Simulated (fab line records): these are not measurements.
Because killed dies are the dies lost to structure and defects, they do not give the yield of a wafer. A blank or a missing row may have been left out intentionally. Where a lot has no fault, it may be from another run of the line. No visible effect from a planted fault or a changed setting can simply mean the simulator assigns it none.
Matching of chambers / flow nand-harc / rie-diel-09 running NHARC_P_M2_DESCUM_14: 4 sister chambers
The step chemistry O2, time 3 s. 8 wafers are shown with their chamber, then 8 later ones without.

## WAFERS PAIRED WITH THEIR CHAMBERS
wafer=L075.1; chamber=2; drypump-motor-current-A (A)=5.5; oes-product-au (a.u.)=0.999
wafer=L080.4; chamber=2; drypump-motor-current-A (A)=5.5; oes-product-au (a.u.)=0.984
wafer=L084.5; chamber=3; drypump-motor-current-A (A)=6.3; oes-product-au (a.u.)=1.004
wafer=L084.6; chamber=0; drypump-motor-current-A (A)=6.3; oes-product-au (a.u.)=0.984
wafer=L087.1; chamber=0; drypump-motor-current-A (A)=6.4; oes-product-au (a.u.)=0.984
wafer=L087.3; chamber=1; drypump-motor-current-A (A)=5.4; oes-product-au (a.u.)=0.980
wafer=L087.6; chamber=3; drypump-motor-current-A (A)=6.3; oes-product-au (a.u.)=1.009
wafer=L085.4; chamber=1; drypump-motor-current-A (A)=5.5; oes-product-au (a.u.)=0.988

## WAFERS WITH NO CHAMBER GIVEN
wafer=L085.5; drypump-motor-current-A (A)=6.3; oes-product-au (a.u.)=1.010
wafer=L085.6; drypump-motor-current-A (A)=5.5; oes-product-au (a.u.)=0.993
wafer=L094.2; drypump-motor-current-A (A)=6.3; oes-product-au (a.u.)=0.978
wafer=L094.4; drypump-motor-current-A (A)=5.5; oes-product-au (a.u.)=1.012
wafer=L094.5; drypump-motor-current-A (A)=6.4; oes-product-au (a.u.)=0.974
wafer=L096.1; drypump-motor-current-A (A)=5.5; oes-product-au (a.u.)=1.001
wafer=L096.3; drypump-motor-current-A (A)=6.3; oes-product-au (a.u.)=1.004
wafer=L096.6; drypump-motor-current-A (A)=5.5; oes-product-au (a.u.)=0.994

## CHAMBER TAKEN BY EACH
wafer=L085.5; from the rows above=3; in truth=3
wafer=L085.6; from the rows above=can't be placed: 2 or 1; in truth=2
wafer=L094.2; from the rows above=0; in truth=0
wafer=L094.4; from the rows above=can't be placed: 2 or 1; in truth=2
wafer=L094.5; from the rows above=0; in truth=0
wafer=L096.1; from the rows above=can't be placed: 2 or 1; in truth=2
wafer=L096.3; from the rows above=3; in truth=3
wafer=L096.6; from the rows above=can't be placed: 2 or 1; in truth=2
4 of 8 placed correctly. Cannot be placed on the basis of these rows: 4; the candidates contain the true chamber in 4. Number placed wrongly: 0.
How it was worked out, from the rows above alone: a wafer's distance from a chamber is the root of the sum, over the readings, of the square of ((its reading less the chamber's mean) divided by the reading's scatter). The wafer belongs to the nearest chamber; if the next one is less than 2 further off, it can't be placed. For every chamber, the mean is computed from those of its wafers that are shown. How the scatter is found: for the shown wafers, subtract from each reading the mean of its chamber, square and add these, divide the total by (wafers less chambers), then take the root.
